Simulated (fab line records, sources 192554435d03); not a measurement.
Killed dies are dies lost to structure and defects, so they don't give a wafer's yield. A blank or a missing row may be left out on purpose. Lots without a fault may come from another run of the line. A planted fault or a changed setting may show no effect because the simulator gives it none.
fab line records | flow n5_finfet
record lots=6 wafers=18 last_day=18
route steps=1938 shown BEOL_M0@726 BEOL_M1@751 PASSIVATION@1936
lots that met no fault: from a run of the same line without faults
start_h: hours from the record's first day to the start of the lot's first wafer shown | wait_h: hours since the lot's step before | " the same as in the row above | L1.1+2: a row that stands for several wafers | - no value, or no start given | * or withheld: withheld | < > ~ a bound
route shown NAME@n: a module of which the file shows steps, and the number in the route of the first | usual: mean/standard deviation of fault-free wafers | same: alike in all rows | chamber/n: place in a boat | sites: the reading at each site | _std_site: their standard deviation | _edge_site: outer sites' mean less inner sites' | radius_mm: how far each site lies from the wafer's centre | mask NAME#n: copy n | behind: the tool/chamber that last shaped the wafer | hold: why the lot was held/for how many hours/how that ended | device: the transistor (n, p or np) that didn't switch | end of line: the same wafers' tests at the end of the route | a step without rows: its recipe alone | killed: dies lost to structure and defects at the first sort, not the wafer's yield | map: a wafer's dies, x killed, . not, _ none there
set.NAME: the setting as run; set.NAME@STEP: as run at that earlier step | model.NAME: the simulator's own value behind a step, which no gauge read
lots at some steps of the route; a table a step, a row a wafer
services: from which hour (start_h, from the record's first day; less than 0 if before it) a tool's chamber was out of use, for how many hours, and why
## steps
# step N5_BEOL_M0_ETCH_109
# recipe chemistry=CH3F/O2 target_depth_a=80 overetch_a=24 target=SiCN time_s=27.4 ion_energy_ev=120 pressure_mtorr=30 source_w=395 bias_w=75 Ar_flow_sccm=150 CH3F_flow_sccm=30 O2_flow_sccm=20
# step N5_BEOL_M0_STRIP_139
# recipe chemistry=post_etch_residue_remover time_s=60 temp_c=25 remover_ph=withheld remover_water_wt_pct=withheld remover_fluoride_wt_pct=withheld
# step N5_BEOL_M0_SRD_111
# recipe time_s=30 temp_c=23 rinse_liquid=diw dry=ipa_marangoni
# step N5_BEOL_M0_DEGAS_112
# recipe ambient=vacuum temp_c=250 time_s=60
# usual heater_power_w=331/31
# columns lot.wafer tool chamber start_h wait_h heater_power_w
L497.2 pvd_sputter-02 - 122.23 1.6 343
L497.3 " - " " 290
L497.4 " - " " 286
L500.2 pvd_sputter-01 - 150.79 0.5 308
L500.4 " - " " 368
L500.5 " - " " 418
L504.1 pvd_sputter-02 - 157.19 0.6 288
L504.4 " - " " 283
L504.6 " - " " 374
L511.2 pvd_sputter-03 - 208.98 0.4 318
L511.4 " - " " 323
L511.6 " - " " 324
L516.2 pvd_sputter-02 - 233.27 1.8 294
L516.3 " - " " 369
L516.4 " - " " 295
L518.3 pvd_sputter-03 - 246.03 0.4 319
L518.5 " - " " 312
L518.6 " - " " 335
# step N5_BEOL_M0_PRE_CLEAN_113
# recipe gas=H2/He time_s=30 temp_c=250
# step N5_BEOL_M0_ALD_136
# recipe material=TaN target_thk_a=* temp_c=275 ald_precursor_family=PDMAT ald_co_reactant=NH3 pressure_torr=3 carrier_flow_sccm=1500 pulse_time_s=2 purge_time_s=3 co_reactant_purge_time_s=2 co_reactant_pulse_time_s=3 ald_cycles=30 precursor_vessel_temp_c=75 precursor_vessel_pressure_torr=26.25 precursor_vessel_carrier_sccm=1000
# step N5_BEOL_M0_SURFACE_TREAT_137
# recipe gas=Ar time_s=* ion_energy_ev=* ion_current_ma_cm2=0.5 pressure_mtorr=* ar_flow_sccm=30
# step N5_BEOL_M0_CVD_115
# recipe material=Co target_thk_a=* temp_c=withheld precursor=CCTBA/H2 pressure_torr=30 time_s=120
# step N5_BEOL_M0_SPUTTER_116
# recipe material=Cu target_thk_a=40 temp_c=-20 chamber_pressure_pa=0.07 power_w=withheld time_s=7.37
# step N5_BEOL_M0_ANNEAL_117
# recipe temp_c=400 time_s=60 ambient=vacuum
# step N5_BEOL_M0_SPUTTER_132
# recipe material=Cu target_thk_a=40 temp_c=-20 chamber_pressure_pa=0.07 power_w=withheld time_s=7.37
# step N5_BEOL_M0_ANNEAL_133
# recipe temp_c=400 time_s=60 ambient=vacuum
# step N5_BEOL_M0_SPUTTER_134
# recipe material=Cu target_thk_a=40 temp_c=-20 chamber_pressure_pa=0.07 power_w=withheld time_s=7.37
# usual throttle_valve_pct=30.2/0.71
# columns lot.wafer tool chamber start_h wait_h throttle_valve_pct
L497.2 pvd_sputter-02 - 122.99 0.0 30.5
L497.3 " - " " 31.9
L497.4 " - " " 29.8
L500.2 pvd_sputter-03 - 151.69 0.0 30.1
L500.4 " - " " 29.2
L500.5 " - " " 30.3
L504.1 pvd_sputter-03 - 159.32 0.0 30.0
L504.4 " - " " 30.0
L504.6 " - " " 30.4
L511.2 pvd_sputter-02 - 209.99 0.0 30.1
L511.4 " - " " 30.4
L511.6 " - " " 30.0
L516.2 pvd_sputter-02 - 234.17 0.0 30.0
L516.3 " - " " 30.7
L516.4 " - " " 29.8
L518.3 pvd_sputter-01 - 247.18 0.0 29.4
L518.5 " - " " 31.2
L518.6 " - " " 30.8
# step N5_BEOL_M0_ANNEAL_135
# recipe temp_c=400 time_s=60 ambient=vacuum
# usual heater_power_w=828/92
# columns lot.wafer tool chamber start_h wait_h heater_power_w
L497.2 pvd_sputter-02 - 123.07 0.0 694
L497.3 " - " " 846
L497.4 " - " " 916
L500.2 pvd_sputter-03 - 151.77 0.0 804
L500.4 " - " " 834
L500.5 " - " " 799
L504.1 pvd_sputter-03 - 159.40 0.0 793
L504.4 " - " " 791
L504.6 " - " " 816
L511.2 pvd_sputter-02 - 210.07 0.0 722
L511.4 " - " " 719
L511.6 " - " " 724
L516.2 pvd_sputter-02 - 234.25 0.0 734
L516.3 " - " " 715
L516.4 " - " " 966
L518.3 pvd_sputter-01 - 247.27 0.0 775
L518.5 " - " " 826
L518.6 " - " " 905
# step N5_BEOL_M0_SPUTTER_141
# recipe material=Cu target_thk_a=40 temp_c=-20 chamber_pressure_pa=0.07 power_w=withheld time_s=7.37
# step N5_BEOL_M0_ECD_118
# recipe material=Cu target_thk_a=3000
# step N5_BEOL_M0_ANNEAL_119
# recipe temp_c=225 time_s=90 ambient=N2
# step N5_BEOL_M0_CMP_120
# recipe stop_on=SiOC t_overpolish_s=6.9 down_force_psi=1 platen_rpm=50 clearing_platen_down_force_psi=1.5 clearing_platen_rpm=50 post_cmp_clean=cu_alkaline clearing_platen_pad_velocity_m_s=0.99484 pad_velocity_m_s=0.99484
# usual barrier_field_endpoint_s=3.67/0.14 motor_current_A=5.9/0.57 overpolish_run_s=6.899/0.0089 platen_rpm=50.00/0.037 time_to_endpoint_s=61/4.1
# same t_overpolish_s=6.9
# columns lot.wafer tool chamber start_h wait_h barrier_field_endpoint_s motor_current_A overpolish_run_s platen_rpm time_to_endpoint_s
L497.3 cmp-04 1 123.64 0.2 3.63 6.8 6.907 49.95 64
L497.2 " 2 " " 3.61 5.9 6.898 50.01 62
L497.4 " 3 " " 3.32 6.1 6.889 50.00 54
L500.2 cmp-02 2 152.34 0.2 3.91 4.7 6.896 49.93 69
L500.4 " 1 " " 3.60 5.7 6.902 49.95 61
L500.5 " 3 " " 3.63 5.6 6.893 49.99 61
L504.4 cmp-03 2 160.21 0.1 3.65 6.1 6.885 49.98 58
L504.1 " 0 " " 3.48 5.7 6.890 49.99 56
L504.6 " 2 " " 3.71 6.0 6.913 50.00 59
L511.2 cmp-02 2 211.16 0.4 3.99 4.7 6.899 50.02 67
L511.4 " 1 " " 3.51 5.5 6.906 49.98 59
L511.6 " 3 " " 3.60 6.2 6.893 50.05 58
L516.4 cmp-04 2 234.82 0.2 3.60 5.8 6.887 49.98 64
L516.2 " 3 " " 3.59 5.8 6.907 50.02 61
L516.3 " 0 " " 3.60 6.6 6.892 49.97 64
L518.3 cmp-04 0 247.90 0.3 3.46 6.2 6.895 50.00 62
L518.6 " 2 " " 3.57 5.6 6.903 49.94 64
L518.5 " 3 " " 3.66 5.7 6.906 50.02 57
# step N5_BEOL_M0_PRE_CLEAN_131
# recipe gas=NH3/H2 time_s=15 temp_c=* rf_power_w=300
# step N5_BEOL_M0_CO_CAP_123
# recipe material=Co target_thk_a=20 temp_c=200 precursor=CCTBA/H2 pressure_torr=30 time_s=102.1
# step N5_BEOL_M0_PRE_CLEAN_124
# recipe gas=NH3 time_s=15 temp_c=withheld rf_power_w=300
# step N5_BEOL_M0_DEP_125
# recipe material=SiCN target_thk_a=80 temp_c=withheld precursor=3MS/NH3 pressure_torr=3 rf_w=202 time_s=14
# step N5_BEOL_M0_RS_MEAS_126
# recipe thk_meas_gauge=four-point-probe reads=Co_of_BEOL_M0_CO_CAP_123+Cu_of_BEOL_M0_ECD_118+Co_of_BEOL_M0_CVD_115+TaN_of_BEOL_M0_ALD_136
# usual M0_RS=0.536/0.02
# columns lot.wafer tool chamber start_h wait_h M0_RS[ohm/sq]
L497.2 film_metro-01 - 124.16 0.1 0.546
L497.3 " - " " 0.542
L497.4 " - " " 0.536
L500.2 film_metro-02 - 152.89 0.1 0.520
L500.4 " - " " 0.529
L500.5 " - " " 0.517
L504.1 film_metro-02 - 160.77 0.1 0.579
L504.4 " - " " 0.531
L504.6 " - " " 0.559
L511.2 film_metro-02 - 211.75 0.1 0.517
L511.4 " - " " 0.542
L511.6 " - " " 0.547
L516.2 film_metro-01 - 235.45 0.1 0.576
L516.3 " - " " 0.547
L516.4 " - " " 0.531
L518.3 film_metro-01 - 248.39 0.1 0.506
L518.5 " - " " 0.546
L518.6 " - " " 0.511
# step N5_BEOL_M1_ILD_DEP_00
# recipe material=SiOC target_thk_a=790 temp_c=350 precursor=DEMS/O2 pressure_torr=5 rf_w=500 time_s=15.3
# step N5_BEOL_M1_THK_MEAS_01
# recipe reads=SiOC_of_BEOL_M1_ILD_DEP_00
# usual M1_ILD_THK=79.0/1.3
# columns lot.wafer tool chamber start_h wait_h M1_ILD_THK[nm]
L497.2 film_metro-02 - 124.29 0.1 79.3
L497.3 " - " " 78.2
L497.4 " - " " 79.6
L500.2 film_metro-01 - 153.02 0.1 78.2
L500.4 " - " " 81.1
L500.5 " - " " 78.9
L504.1 film_metro-02 - 160.90 0.0 76.3
L504.4 " - " " 80.6
L504.6 " - " " 78.1
L511.2 film_metro-02 - 211.88 0.1 78.8
L511.4 " - " " 79.8
L511.6 " - " " 80.3
L516.2 film_metro-02 - 235.58 0.1 77.9
L516.3 " - " " 78.0
L516.4 " - " " 79.8
L518.3 film_metro-01 - 248.52 0.1 77.7
L518.5 " - " " 79.1
L518.6 " - " " 80.8
# step N5_BEOL_M1_PECVD_72
# recipe material=SiO2 target_thk_a=160 temp_c=400 precursor=TEOS/O2 pressure_torr=5.5 rf_w=450 teos_flow_sccm=53.8 gas=O2 flow_sccm=3000 time_s=18
# usual chamber_pressure_Torr=5.501/0.011 heater_power_w=753/110 showerhead_plenum_p_Torr=8.81/0.05 throttle_valve_pct=22.2/1.1
# columns lot.wafer tool chamber start_h wait_h chamber_pressure_Torr heater_power_w showerhead_plenum_p_Torr throttle_valve_pct
L497.2 pecvd-04 1 124.32 0.0 5.498 631 8.79 24.4
L497.3 " 0 " " 5.498 807 8.80 23.6
L497.4 " 0 " " 5.484 816 8.78 23.7
L500.2 pecvd-02 2 153.06 0.0 5.519 706 8.92 21.9
L500.4 " 1 " " 5.499 932 8.83 22.3
L500.5 " 0 " " 5.497 694 8.80 21.9
L504.1 pecvd-04 0 160.94 0.0 5.504 783 8.80 23.8
L504.4 " 2 " " 5.517 612 8.82 21.3
L504.6 " 0 " " 5.518 791 8.77 24.0
L511.2 pecvd-02 2 211.92 0.0 5.495 685 8.92 22.1
L511.4 " 1 " " 5.495 880 8.84 22.5
L511.6 " 2 " " 5.506 700 8.91 22.3
L516.2 pecvd-04 0 235.62 0.0 5.516 787 8.78 24.1
L516.3 " 1 " " 5.505 634 8.81 24.4
L516.4 " 0 " " 5.499 781 8.79 24.0
L518.3 pecvd-04 1 248.56 0.0 5.509 666 8.78 24.3
L518.5 " 1 " " 5.492 633 8.81 24.5
L518.6 " 0 " " 5.488 799 8.76 24.1
# step N5_BEOL_M1_HM_DEP_02
# recipe material=TiN target_thk_a=200 temp_c=25 chamber_pressure_pa=0.49996
# step N5_BEOL_M1_COAT_61
# recipe resist=SOC temp_c=250 time_s=60 spin_rpm=1500 resist_thk_nm=60
# step N5_BEOL_M1_COAT_62
# recipe resist=SiARC temp_c=220 time_s=60 spin_rpm=1500 resist_thk_nm=12
# step N5_BEOL_M1_COAT_73
# recipe resist=underlayer temp_c=205 time_s=60 spin_rpm=1500 resist_thk_nm=5
# step N5_BEOL_M1_COAT_05
# recipe resist=CAR-EUV spin_rpm=1500 resist_thk_nm=30
# step N5_BEOL_M1_EBR_07
# recipe solvent=PGMEA ebr_width_mm=1.5
# step N5_BEOL_M1_SOFTBAKE_06
# recipe temp_c=110 time_s=60 resist=CAR-EUV
# step N5_BEOL_M1_EXPOSE_08
# recipe mask_id=M1 na=0.33 source_shape=dipole sigma_inner=0.369 sigma_outer=0.767 polarization=unpolarized dose_mj=33
# step N5_BEOL_M1_PEB_09
# recipe peb_temp_c=100 peb_time_s=60 resist=CAR-EUV
# step N5_BEOL_M1_DEVELOP_10
# recipe develop_time_s=30 developer=TMAH resist=CAR-EUV rinse_liquid=surfactant_rinse dry=air_spin dev_temp_c=23
# step N5_BEOL_M1_CD_MEAS_11
# recipe target_cd_nm=17.05 landing_energy_ev=500 detector=se_inlens polarity=opening
# usual cd_nm=17.17/0.24
# columns lot.wafer tool chamber start_h wait_h cd_nm
L497.2 cd_sem-02 0 126.22 - 17.04
L497.3 " 0 " " 16.66
L497.4 " 0 " " 16.85
L500.2 cd_sem-01 0 156.88 - 17.28
L500.4 " 0 " " 17.26
L500.5 " 0 " " 17.14
L504.1 cd_sem-01 0 163.59 - 17.11
L504.4 " 0 " " 16.95
L504.6 " 0 " " 16.60
L511.2 cd_sem-01 0 212.63 - 17.30
L511.4 " 0 " " 16.99
L511.6 " 0 " " 17.13
L516.2 cd_sem-02 0 236.69 - 16.95
L516.3 " 0 " " 17.18
L516.4 " 0 " " 17.06
L518.3 cd_sem-02 0 251.44 - 16.96
L518.5 " 0 " " 17.22
L518.6 " 0 " " 17.63
# step N5_BEOL_M1_OVL_MEAS_12
# recipe points_per_wafer=522
# usual M1_OVL=0.3/0.67
# columns lot.wafer tool chamber start_h wait_h M1_OVL[nm]
L497.2 overlay-02 0 126.25 0.0 0.8
L497.3 " 0 " " 0.2
L497.4 " 0 " " 0.4
L500.2 overlay-01 0 156.91 0.0 0.3
L500.4 " 0 " " 0.5
L500.5 " 0 " " 0.7
L504.1 overlay-02 0 163.63 0.0 -0.9
L504.4 " 0 " " 0.5
L504.6 " 0 " " 0.4
L511.2 overlay-02 0 212.66 0.0 0.5
L511.4 " 0 " " 0.7
L511.6 " 0 " " 0.8
L516.2 overlay-02 0 236.72 0.0 0.6
L516.3 " 0 " " 0.1
L516.4 " 0 " " 0.1
L518.3 overlay-02 0 251.48 0.0 1.0
L518.5 " 0 " " 0.0
L518.6 " 0 " " -0.1
# step N5_BEOL_M1_DESCUM_16
# recipe chemistry=O2 time_s=7 source_power_w=50 bias_power_w=20 pressure_mtorr=20 rf_frequency_hz=2.712e+07 temp_c=40 resist=CAR-EUV o2_flow_sccm=225
# usual bias_power_w=19.99/0.062 drypump_motor_current_A=5.4/0.48 oes_product_au=0.81/0.087 rf_vpp_V=243.1/1.5 showerhead_plenum_p_Torr=2.08/0.073 throttle_valve_pct=20.45/0.2
# columns lot.wafer tool chamber start_h wait_h bias_power_w drypump_motor_current_A oes_product_au rf_hours_counter_h rf_vpp_V showerhead_plenum_p_Torr throttle_valve_pct
L497.2 rie_diel-01 2 126.57 0.3 19.93 5.5 0.99 3 242.1 2.06 20.22
L497.3 " 3 " " 19.96 5.6 0.67 249 243.9 2.17 20.46
L497.4 " 0 " " 19.98 5.3 0.69 248 241.3 1.98 20.86
L500.2 rie_diel-03 1 157.04 0.1 19.94 5.6 0.73 191 242.9 2.09 20.75
L500.4 " 3 " " 20.12 6.2 0.83 42 242.1 2.04 20.42
L500.5 " 2 " " 19.89 5.0 0.81 - 242.8 2.10 20.32
L504.1 rie_diel-03 1 163.72 0.0 19.92 5.6 0.74 193 244.0 2.09 20.74
L504.4 " 0 " " 19.98 5.0 0.94 19 245.8 2.22 20.20
L504.6 " 0 " " 19.94 5.0 0.94 - 245.7 2.22 20.19
L511.2 rie_diel-03 1 212.88 0.2 19.98 5.6 0.71 208 242.7 2.09 20.76
L511.4 " 0 " " 19.95 5.0 0.91 33 246.0 2.21 20.20
L511.6 " 2 " " 20.08 5.1 0.80 - 245.0 2.09 20.34
L516.2 rie_diel-04 0 236.81 0.0 19.97 5.3 0.88 32 244.5 2.10 20.27
L516.3 " 3 " " 20.03 6.4 0.75 161 244.2 2.07 20.53
L516.4 " 2 " " 20.04 4.8 0.69 225 243.0 1.98 20.42
L518.3 rie_diel-04 1 252.50 1.0 19.95 5.6 0.77 160 244.7 2.09 20.56
L518.5 " 2 " " 20.06 4.7 0.69 - 242.9 1.98 20.42
L518.6 " 1 " " 19.87 5.6 0.78 - 242.4 2.09 20.59
# step N5_PASSIVATION_PROBE_49
# usual defect_limited_yield=91.3/1.4 killed_at_M0_to_M3=36/10 killed_at_M4_up=13/5.4 killed_at_contacts=12/5.3 killed_at_front_end=39/10 killed_at_other=3.2/2.7 killed_dies=103/16 killed_open=68/13 killed_short=33/6.6 sort_bin_5_function=5.1/0.92 sort_bin_6_memory=3.3/0.68 sort_bin_8_speed=0.1/0.41 sort_n_pass=1077/17 sort_yield_pct=91.2/1.4
# same gross_dies=1180 killed_at_back_side=0 sort_bin_4_leakage[%]=0
# columns lot.wafer tool chamber start_h wait_h defect_limited_yield[%] killed_at_M0_to_M3 killed_at_M4_up killed_at_contacts killed_at_front_end killed_at_other killed_dies killed_open killed_short sort_bin_5_function[%] sort_bin_6_memory[%] sort_bin_8_speed[%] sort_n_pass sort_yield_pct[%]
L497.2 prober-01 - 290.94 0.1 91.6 39 13 10 33 4 99 71 25 3.7 4.4 0 1081 91.6
L497.3 prober-01 - 290.99 0.1 92.1 41 7 6 38 1 93 58 32 4.7 3.0 0 1087 92.1
L497.4 prober-01 - 291.04 0.2 92.7 32 6 11 35 2 86 64 21 5.3 1.9 0.3 1091 92.5
L500.2 prober-01 - 324.72 0.1 90.6 38 17 10 42 4 111 80 29 5.6 3.6 0 1069 90.6
L500.4 prober-01 - 324.82 0.2 92.5 29 14 5 31 9 88 59 29 4.2 2.9 0 1092 92.5
L500.5 prober-01 - 324.87 0.2 92.3 29 13 11 32 6 91 58 31 4.2 3.3 0 1089 92.3
L511.2 prober-02 - 374.87 0.1 80.0 162 26 12 35 1 236 72 44 11.9 4.5 0 944 80.0
L511.4 prober-02 - 374.97 0.2 82.0 159 22 5 26 0 212 60 27 11.6 3.8 0 968 82.0
L511.6 prober-02 - 375.07 0.3 81.4 154 12 5 47 1 219 64 31 12.1 3.8 0 961 81.4
L516.2 prober-02 - 412.19 0.1 82.5 161 8 9 22 6 206 58 33 10.5 4.7 0 974 82.5
L516.3 prober-02 - 412.24 0.1 81.5 171 7 9 28 3 218 61 30 11.6 3.1 0 962 81.5
L516.4 prober-02 - 412.29 0.2 80.1 152 4 21 55 3 235 69 33 11.5 4.7 0 945 80.1
# killed by level:class
L497.2 FIN_SAQP:geometric_particle:open=14 BEOL_M2:geometric_particle:open=13 MOL_CONTACT_COAG:geometric_particle:open=9 BEOL_M3:geometric_particle:open=6 FIN_SAQP:geometric_particle:short=4 BEOL_M0:geometric_particle:short=4 BEOL_M7:geometric_particle:open=4 BEOL_M0_SAQP:geometric_particle:open=3
L497.3 FIN_SAQP:geometric_particle:open=7 BEOL_M0:geometric_particle:short=7 BEOL_M1:geometric_particle:open=7 BEOL_M3:geometric_particle:open=7 STI_FIN_REVEAL:geometric_particle:open=6 DUMMY_GATE:geometric_particle:open=6 BEOL_M2:geometric_particle:open=6 FIN_SAQP:geometric_particle:short=5
L497.4 MOL_CONTACT_COAG:geometric_particle:open=10 BEOL_M0:geometric_particle:open=8 BEOL_M2:geometric_particle:open=7 BEOL_M3:geometric_particle:open=7 FIN_SAQP:geometric_particle:open=6 FIN_SAQP:geometric_particle:short=5 DUMMY_GATE:geometric_particle:open=5 STARTING-WAFER:geometric_particle:short=5
L500.2 STI_FIN_REVEAL:geometric_particle:open=12 BEOL_M2:geometric_particle:open=12 BEOL_M4:geometric_particle:open=10 BEOL_M0_SAQP:geometric_particle:open=9 MOL_CONTACT_COAG:geometric_particle:open=8 FIN_SAQP:geometric_particle:open=7 STARTING-WAFER:geometric_particle:short=5 BEOL_M3:geometric_particle:open=5
L500.4 FIN_SAQP:geometric_particle:open=12 BEOL_M3:geometric_particle:short=6 BEOL_M3:geometric_particle:open=5 MOL_CONTACT_COAG:geometric_particle:open=5 BEOL_M0:geometric_particle:open=5 BEOL_M4:geometric_particle:open=4 DUMMY_GATE:geometric_particle:open=4 BEOL_M0_SAQP:geometric_particle:short=4
L500.5 FIN_SAQP:geometric_particle:open=9 MOL_CONTACT_COAG:geometric_particle:open=8 BEOL_M0_SAQP:geometric_particle:open=7 BEOL_M2:geometric_particle:open=6 FIN_SAQP:geometric_particle:short=5 DUMMY_GATE:geometric_particle:open=4 BEOL_M3:geometric_particle:short=4 STI_FIN_REVEAL:geometric_particle:open=3
L511.2 BEOL_M0:unspecified=116 BEOL_M0_SAQP:geometric_particle:short=10 FIN_SAQP:geometric_particle:short=9 FIN_SAQP:geometric_particle:open=9 BEOL_M0_SAQP:geometric_particle:open=9 MOL_CONTACT_COAG:geometric_particle:open=8 BEOL_M4:geometric_particle:open=8 BEOL_M2:geometric_particle:open=7
L511.4 BEOL_M0:unspecified=123 BEOL_M1:geometric_particle:open=13 FIN_SAQP:geometric_particle:open=8 BEOL_M0_SAQP:geometric_particle:short=8 BEOL_M0_SAQP:geometric_particle:open=7 FIN_SAQP:geometric_particle:short=5 MOL_CONTACT_COAG:geometric_particle:open=5 BEOL_M4:geometric_particle:open=5
L511.6 BEOL_M0:unspecified=123 STI_FIN_REVEAL:geometric_particle:open=10 BEOL_M4:geometric_particle:open=9 DUMMY_GATE:geometric_particle:open=8 FIN_SAQP:geometric_particle:open=7 BEOL_M0_SAQP:geometric_particle:open=7 BEOL_M1:geometric_particle:open=7 GATE_CUT:geometric_particle:short=6
L516.2 BEOL_M0:unspecified=115 BEOL_M0_SAQP:geometric_particle:short=12 BEOL_M0_SAQP:geometric_particle:open=11 MOL_CONTACT_COAG:geometric_particle:open=7 BEOL_M2:geometric_particle:open=6 BEOL_M2:geometric_particle:short=6 BEOL_M3:geometric_particle:open=5 FIN_SAQP:geometric_particle:open=4
L516.3 BEOL_M0:unspecified=119 BEOL_M2:geometric_particle:open=16 BEOL_M3:geometric_particle:open=11 MOL_CONTACT_COAG:geometric_particle:open=7 BEOL_M0_SAQP:geometric_particle:short=7 BEOL_M0_SAQP:geometric_particle:open=6 HKMG_FIN:area_etch=6 STI_FIN_REVEAL:geometric_particle:open=5
L516.4 BEOL_M0:unspecified=118 MOL_CONTACT_COAG:geometric_particle:open=18 HKMG_FIN:area_etch=13 DUMMY_GATE:geometric_particle:open=11 BEOL_M0_SAQP:geometric_particle:short=11 FIN_SAQP:geometric_particle:open=7 STI_FIN_REVEAL:geometric_particle:open=7 BEOL_M3:geometric_particle:open=6
# map L511.2 (x killed, . not)
_________________.......x....________________
______________........xx........_____________
___________..x.............x.......__________
__________.........x............x..._________
________.......x......................_______
_______.xx.................x...x.......______
______...................x.............._____
_____..x.x.x..................x....xxx.xx____
____...x......x...x...x..x............x..x___
___..........x.................x.....xxx.x.__
___.................x.........x...xxxxxxx.x__
__.........x..x...........x....x.xxxx.xxxxx._
__...............x.x......x......xxxxxxxxxxx_
_..........x.......x.x...........xxxxxxxxxxxx
_......x..............x..........xxxxxxxxxxxx
_.............x..xx............xxxxxxxxxxxxxx
_x....x.....x..x..x.......x....x.xxxxxxxxxxxx
_..................x.............xxxxxxxxxxx.
_.....x........xx................xxxxxxxxxxxx
_..x.x.....x...........x.x.......x...x.xxxx..
_x...............................x.x.xxxx....
__......x...x..x.xx....x.................x.._
__x..xx......x....x...x.x..................x_
___............x.........xx.......x.....x..__
___..........x...x...x.........x.....x.....__
____.....x......xx.................x......___
_____.x..x.................x.............____
______...............x.............x...._____
_______.....x.......x................x.______
________..x.........xx............x..._______
__________............x..........x.._________
___________........x...............__________
______________xx..x........xx..._____________
_________________.x.xxx..x...________________
# map L516.4 (x killed, . not)
_________________.x..........________________
______________.x....x..........x_____________
___________.....x...............x..__________
__________.........................._________
________...x.......x......x...x......._______
_______..........................x.....______
______..x...x....x......................_____
_____........x.........................x.____
____...x........x........x...x..x.......x.___
___.....................x.............xx..x__
___.........xx.............................__
__......x....x...x.............x........xx.._
__..........x...................xx.....x...._
_...x.............x..............x...........
_.x................................x.........
_x.....x.....x.......x.x...xx.........x......
_.........x....x..........x.x.xxx........x..x
_..........x.......x...xxxxxxxxxxx........x..
_...x...................xxxxxxxxxx........x..
_..x....x....x..x....xxxxxxxxxxxx.x.x...x..x.
_..x...x.....x....xx..xxxxxxxxxxxx.x.x.......
__.....x....x........xxxxxxxxxxxxxxx.......x_
__............x........xxxxxxxxxxxx......x.._
___....x...x.x.x.....xxxxxxxxxxxxx..x......__
___.......x.....x..x.xxxxxxxxxxxx....x.....__
____.......x.....x.......xxxx.x.x.......x.___
_____.........x......xx..x..xxx..x.....x.____
______.....x............x.x....xxx......_____
_______................x..xxxx.......x.______
________.................x.........x.._______
__________..x........x..........x..._________
___________x....................x.x__________
______________..x...x.x........._____________
_________________..x..xx.....________________
## services
# columns tool chamber start_h hours kind
cmp-02 - 103.92 0.5 repair
pecvd-02 - 114.96 5.5 pm
pecvd-04 - 125.96 1.0 repair
rie_diel-04 - 136.35 1.1 repair
pvd_sputter-02 - 146.23 1.1 repair
cmp-03 - 151.95 0.4 repair
rie_diel-04 0 152.81 8.1 repair
cmp-02 - 157.98 0.8 repair
rie_diel-04 - 167.56 0.5 repair
cmp-03 - 194.07 0.9 repair
pecvd-02 2 203.28 2.1 scheduled_down
pecvd-02 0 204.42 9.0 repair
cmp-04 - 214.50 2.1 repair
pecvd-04 2 215.90 3.4 repair
rie_diel-01 0 223.37 15.1 repair
pecvd-04 2 228.99 4.0 repair
pecvd-02 1 230.84 14.9 repair
rie_diel-01 3 232.64 22.4 repair
cmp-02 - 239.43 4.0 pm
cmp-03 - 240.10 2.5 repair
cmp-04 - 242.86 4.0 pm
rie_diel-03 - 244.35 28.1 pm
cmp-04 - 246.86 - consumable_replace:conditioner
cmp-04 - 246.86 - consumable_replace:pad
## key
first_sign step=N5_PASSIVATION_PROBE_49 reading=killed_at_M0_to_M3 direction=up sigmas=12 usual=36 struck=160
effect step=N5_PASSIVATION_PROBE_49 reading=defect_limited_yield direction=down sigmas=7.3 usual=91.3 struck=81.3
more_kills_born_at N5_BEOL_M0_SPUTTER_134@pvd_sputter-02=714
met_at N5_BEOL_M0_SPUTTER_134
struck_wafers L511.2,L511.4,L511.6,L516.2,L516.3,L516.4
baseline_loss step=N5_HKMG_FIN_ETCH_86 wafers=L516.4
onset_between 122.99 209.99
also_fits N5_BEOL_M0_ANNEAL_135:pvd_sputter-02
fault kind=chamber_particle_source tool=pvd_sputter-02 chamber=- onset_h=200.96 steps=N5_BEOL_M0_SPUTTER_134 rate_per_visit_cm2=0.93475 end_h=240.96
# baseline_loss: these wafers lose ten dies or more at that step, a loss of the line's own and not of a fault; the sort's usual values leave them out
